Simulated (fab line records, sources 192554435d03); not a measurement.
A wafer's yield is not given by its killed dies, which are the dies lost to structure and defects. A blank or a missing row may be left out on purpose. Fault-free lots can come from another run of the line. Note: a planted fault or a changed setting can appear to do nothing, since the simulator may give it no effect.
3 desks looking at one fault    flow n5Finfet    each desk holds nothing but its own numbers, with what lay behind them at the end

FROM THE METROLOGY DESK
What the gauges read, lot by lot, whatever tool the lot ran on: means of the sampled wafers that have a number. Marked OUT: a lot whose mean sits more than 4 standard deviations from the usual mean, which makes it out of limits; the brackets give that distance. Only the readings that lie furthest out on some lot appear, 7 of the 10 it has.
Columns: A = DIBL_P at N5_BEOL_M4_RC_MEAS_101, usual 35.4 mV/V; B = IOFF_P at N5_BEOL_M4_RC_MEAS_101, usual 0.20 nA/um; C = ION_N at N5_BEOL_M4_RC_MEAS_101, usual 672 uA/um; D = ION_P at N5_BEOL_M4_RC_MEAS_101, usual 461 uA/um; E = SS_P at N5_BEOL_M4_RC_MEAS_101, usual 73.1 mV/dec; F = VT_N at N5_BEOL_M4_RC_MEAS_101, usual 251 mV; G = VT_P at N5_BEOL_M4_RC_MEAS_101, usual -251 mV
lot   first seen here  A     B     C    D    E     F    G
L162  day 7 18:44      38.0  0.24  679  467  73.9  248  -246
L165  day 8 13:11      35.3  0.17  670  457  72.6  252  -253
L166  day 8 23:14      37.0  0.19  679  458  73.5  250  -254
L170  day 10 02:28     33.0  0.17  669  463  72.5  255  -254
L172  day 10 11:20     36.3  0.23  673  465  73.6  250  -247
L178  day 11 21:49     33.7  0.17  656  456  72.6  255  -251
L179  day 12 15:07     33.3  0.19  672  465  73.3  253  -250
L182  day 12 17:35     34.9  0.16  656  449  72.7  255  -257
L183  day 12 22:13     36.1  0.19  682  466  73.3  251  -251
L185  day 14 06:29     33.5  0.19  665  461  72.8  255  -251
Result from this desk: across the 10 lots, nothing is out of limits.

TOOL OWNER'S DESK, aldSin-02
The tool's own readings at N5_BEOL_M4_ALD_98 (deposits SiO2, target thk 2.5 nm, pulse time 1 s, co reactant pulse time 1 s): means of the sampled wafers that have a number, for each lot that ran on this tool. Marked OUT: a lot whose mean sits more than 4 standard deviations from the usual mean, which makes it out of limits; the brackets give that distance.
Columns: A = chamberPressureTorr at N5_BEOL_M4_ALD_98, usual 2.000 Torr; B = heaterPowerW at N5_BEOL_M4_ALD_98, usual 79 W; C = precursorPulseHeightRel at N5_BEOL_M4_ALD_98, usual 0.999; D = susceptorTempC at N5_BEOL_M4_ALD_98, usual 100.00 C
lot   first seen here  A      B   C      D
L162  day 7 11:10      2.001  73  0.981  100.04
L166  day 8 16:25      2.001  71  0.985  100.06
L170  day 9 16:57      1.998  74  0.994  99.91
L172  day 10 05:35     2.008  72  0.999  100.13
L185  day 14 01:56     1.998  76  1.003  100.10
Result from this desk: across the 5 lots, nothing is out of limits.

THE DEFECT DESK
What the inspections along the route counted, lot by lot: means of the sampled wafers that have a number. Marked OUT: a lot whose mean sits more than 4 standard deviations from the usual mean, which makes it out of limits; the brackets give that distance.
Columns: A = rawDefectCount at N5_BEOL_M4_INSPECT_13, usual 412; B = rawDefectCount at N5_BEOL_M4_INSPECT_30, usual 412
lot   first seen here  A    B
L162  day 7 09:58      451  448
L165  day 8 03:59      409  401
L166  day 8 15:08      559  555
L170  day 9 15:47      535  534
L172  day 10 04:22     568  564
L178  day 11 08:20     390  390
L179  day 12 05:14     504  502
L182  day 12 07:38     251  256
L183  day 12 14:43     297  293
L185  day 14 00:07     386  400
Result from this desk: across the 10 lots, nothing is out of limits.

ALL TOGETHER
From the metrology desk's view, nothing was out of limits.
The tool owner's desk saw nothing out of limits.
Nothing out of limits was seen by the defect desk.

WHAT WAS PUT IN BY THE SIMULATOR
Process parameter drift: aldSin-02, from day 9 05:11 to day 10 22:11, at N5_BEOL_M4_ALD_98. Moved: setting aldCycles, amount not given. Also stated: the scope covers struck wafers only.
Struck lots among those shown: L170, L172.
